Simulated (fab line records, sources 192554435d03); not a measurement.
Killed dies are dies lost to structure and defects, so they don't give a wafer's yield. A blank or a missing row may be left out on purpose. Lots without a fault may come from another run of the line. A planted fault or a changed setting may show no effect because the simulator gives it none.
One fault seen from 3 desks | flow n5_finfet | each desk has only its own numbers; what lay behind them comes last

THE DEFECT DESK
What the inspections along the route counted, lot by lot: means of the sampled wafers that have a number. A lot is out of limits, marked OUT, if its mean lies more than 4 standard deviations from the usual mean; the brackets give that distance.
Columns: A = raw_defect_count at N5_GATE_CUT_INSPECT_15, usual 132
lot  | first seen here | A
L152 | day 5 01:41     | 126
L153 | day 5 05:23     | 122
L156 | day 6 00:34     | 213
L157 | day 6 06:38     | 171
L160 | day 7 00:38     | 143
L162 | day 7 12:58     | 177
L166 | day 8 11:18     | 106
L167 | day 8 17:46     | 149
L169 | day 9 08:30     | 108
L172 | day 10 03:49    | 147
L173 | day 10 07:23    | 143
This desk's finding: nothing out of limits on any of the 11 lots.

THE TOOL OWNER'S DESK: cmp-01
The tool's own readings at N5_GATE_CUT_CMP_23 (polishes, stops on SiO2, t overpolish 23.4 s, target thk 16 nm): means of the sampled wafers that have a number, for each lot that ran on this tool. A lot is out of limits, marked OUT, if its mean lies more than 4 standard deviations from the usual mean; the brackets give that distance.
Columns: A = head_pressure_psi at N5_GATE_CUT_CMP_23, usual 2.500 psi; B = motor_current_A at N5_GATE_CUT_CMP_23, usual 8.7 A; C = overpolish_run_s at N5_GATE_CUT_CMP_23, usual 23.400 s; D = retaining_ring_pressure_frac at N5_GATE_CUT_CMP_23, usual 1.000; E = time_to_endpoint_s at N5_GATE_CUT_CMP_23, usual 20 s
lot  | first seen here | A               | B   | C      | D     | E
L153 | day 5 07:49     | 2.500           | 9.3 | 23.407 | 1.004 | 19
L156 | day 6 02:56     | 2.502           | 9.0 | 23.399 | 0.999 | 23
L160 | day 7 03:02     | 2.751 (+43) OUT | 9.2 | 23.407 | 1.003 | 17
L162 | day 7 15:19     | 2.753 (+44) OUT | 8.9 | 23.405 | 0.997 | 20
This desk's finding: out of limits on L160, L162; first on L160, day 7 03:02 (head_pressure_psi at N5_GATE_CUT_CMP_23). In limits: L153, L156.

THE METROLOGY DESK
What the gauges read, lot by lot, whatever tool the lot ran on: means of the sampled wafers that have a number. A lot is out of limits, marked OUT, if its mean lies more than 4 standard deviations from the usual mean; the brackets give that distance. Of its 10 readings 7 are shown: those that lie furthest out on some lot.
Columns: A = DIBL_P at N5_BEOL_M4_RC_MEAS_101, usual 36.3 mV/V; B = IOFF_N at N5_BEOL_M4_RC_MEAS_101, usual 0.16 nA/um; C = IOFF_P at N5_BEOL_M4_RC_MEAS_101, usual 0.21 nA/um; D = ION_N at N5_BEOL_M4_RC_MEAS_101, usual 678 uA/um; E = SS_P at N5_BEOL_M4_RC_MEAS_101, usual 73.3 mV/dec; F = VT_N at N5_BEOL_M4_RC_MEAS_101, usual 249 mV; G = VT_P at N5_BEOL_M4_RC_MEAS_101, usual -250.0 mV
lot  | first seen here | A    | B    | C    | D   | E    | F   | G
L153 | day 8 13:13     | 32.2 | 0.11 | 0.17 | 656 | 72.3 | 255 | -252.9
L152 | day 8 23:31     | 36.6 | 0.16 | 0.20 | 674 | 73.8 | 252 | -252.4
L156 | day 9 06:28     | 37.0 | 0.16 | 0.21 | 681 | 73.4 | 249 | -249.2
L157 | day 9 07:47     | 34.3 | 0.13 | 0.19 | 664 | 72.7 | 252 | -250.5
L160 | day 10 22:55    | 35.1 | 0.15 | 0.21 | 682 | 73.5 | 247 | -249.9
L162 | day 11 16:26    | 38.1 | 0.20 | 0.26 | 694 | 73.3 | 245 | -248.3
L166 | day 12 19:57    | 34.1 | 0.13 | 0.16 | 668 | 72.3 | 250 | -255.4
L167 | day 13 11:09    | 35.7 | 0.15 | 0.20 | 664 | 72.5 | 252 | -249.8
L169 | day 13 20:16    | 35.2 | 0.14 | 0.20 | 675 | 72.5 | 250 | -249.8
L173 | day 14 01:16    | 35.8 | 0.15 | 0.21 | 674 | 73.7 | 251 | -250.2
L172 | day 14 13:26    | 39.0 | 0.21 | 0.27 | 693 | 74.2 | 244 | -246.3
This desk's finding: nothing out of limits on any of the 11 lots.

PUT TOGETHER
The tool owner's desk could have raised an alarm at day 7 03:02, on L160, L162.
The defect desk saw nothing out of limits.
The metrology desk saw nothing out of limits.
The defect desk has L160, L162 on record, within its limits.
The metrology desk has L160, L162 on record, within its limits.
Of the lots named, all ran N5_GATE_CUT_CMP_23 on cmp-01.

WHAT THE SIMULATOR HAD PUT IN
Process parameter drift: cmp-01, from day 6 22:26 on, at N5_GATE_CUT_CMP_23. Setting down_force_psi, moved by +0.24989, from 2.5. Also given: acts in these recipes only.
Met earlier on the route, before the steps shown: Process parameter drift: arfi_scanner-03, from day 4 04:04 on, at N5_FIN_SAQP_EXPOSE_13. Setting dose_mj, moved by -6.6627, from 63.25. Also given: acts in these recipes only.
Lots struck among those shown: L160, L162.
Hours from the fault's start to each desk's first reading out of limits: the tool owner's desk, 5.
